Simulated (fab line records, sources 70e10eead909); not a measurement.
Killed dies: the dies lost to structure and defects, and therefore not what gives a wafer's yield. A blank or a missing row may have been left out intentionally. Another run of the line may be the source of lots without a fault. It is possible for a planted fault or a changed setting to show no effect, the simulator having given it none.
Matching of chambers | flow nand harc | 4 sister chambers for NHARC_P_STI_ETCH_15 on rie si-02
The step etches the open film in HBr/Cl2, target depth 300 nm, time 100.1 s. 8 wafers are shown with their chamber, then 8 later ones without.

== WAFERS PAIRED WITH THEIR CHAMBERS ==
wafer  | chamber | drypump motor current A (A) | oes product au (a.u.)
L077.5 | 3       | 5.4                         | 1.003
L082.6 | 1       | 5.8                         | 0.989
L083.3 | 2       | 5.4                         | 0.989
L083.6 | 0       | 5.5                         | 0.994
L084.1 | 0       | 5.6                         | 0.983
L084.4 | 3       | 5.4                         | 0.996
L084.5 | 1       | 5.7                         | 0.989
L085.2 | 2       | 5.4                         | 0.992

== WAFERS WHOSE CHAMBER IS MISSING ==
wafer  | drypump motor current A (A) | oes product au (a.u.)
L085.5 | 5.7                         | 0.987
L085.6 | 5.4                         | 0.995
L089.1 | 5.4                         | 0.997
L089.3 | 5.7                         | 0.984
L089.4 | 5.5                         | 0.994
L097.1 | 5.4                         | 0.997
L097.2 | 5.5                         | 0.996
L097.6 | 5.4                         | 0.991

== CHAMBER TAKEN BY EACH ==
wafer  | from the rows above          | in truth
L085.5 | can't be placed: 1 or 0      | 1
L085.6 | can't be placed: 3 or 2      | 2
L089.1 | can't be placed: 3 or 2      | 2
L089.3 | can't be placed: 1 or 0      | 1
L089.4 | can't be placed: 0 or 2 or 3 | 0
L097.1 | can't be placed: 3 or 2      | 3
L097.2 | can't be placed: 0 or 3 or 2 | 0
L097.6 | can't be placed: 2 or 3      | 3
0 of 8 placed correctly. Not placeable from these rows: 8 (in 8, the candidates include the true chamber). Placed wrongly: 0.
How it was worked out, from the rows above alone: a wafer's distance from a chamber is the root of the sum, over the readings, of the square of ((its reading less the chamber's mean) divided by the reading's scatter). The wafer belongs to the nearest chamber; if the next one is less than 2 further off, it can't be placed. A chamber's mean is the mean of its shown wafers. The scatter: the root of (the sum of the squares of (reading less its chamber's mean) over the shown wafers, divided by (wafers less chambers)).
